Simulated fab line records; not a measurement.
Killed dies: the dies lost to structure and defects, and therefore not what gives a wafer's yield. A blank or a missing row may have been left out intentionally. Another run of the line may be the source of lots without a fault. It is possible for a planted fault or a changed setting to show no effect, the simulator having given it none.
Matching of chambers	flow n5-finfet	rie-diel-03 running N5_PMOS_HMC_CHANNEL_EPI_ETCH_32: 4 sister chambers
The step etches BARC in N2/H2, stops on SiO2, target depth 85.8 nm, time 50.3 s. 4 wafers are shown with their chamber, then 8 later ones without.

## WAFERS WITH THEIR CHAMBER
wafer	chamber	drypump-motor-current-A (A)
L093.2	2	5.73
L093.4	3	5.46
L093.5	1	6.31
L094.1	0	5.62

## WAFERS WITHOUT THEIR CHAMBER
wafer	drypump-motor-current-A (A)
L094.2	5.46
L094.3	6.33
L094.4	5.72
L094.5	5.62
L094.6	6.34
L095.2	6.31
L095.3	5.73
L095.5	5.63

## WHICH CHAMBER EACH WENT THROUGH
wafer	from the rows above	in truth
L094.2	3	3
L094.3	1	1
L094.4	2	2
L094.5	0	0
L094.6	1	1
L095.2	1	1
L095.3	2	2
L095.5	0	0
Correct placement for 8 of the 8. Can't be placed from these rows: 0. Placed wrongly: 0.
How it was worked out, from the rows above alone: a wafer's distance from a chamber is the root of the sum, over the readings, of the square of ((its reading less the chamber's mean) divided by the reading's scatter). The wafer belongs to the nearest chamber; if the next one is less than 2 further off, it can't be placed. For every chamber, the mean is computed from those of its wafers that are shown. The scatter: with one shown wafer a chamber, the root of the mean of the squares of how far each hidden wafer lies from its nearest shown one.
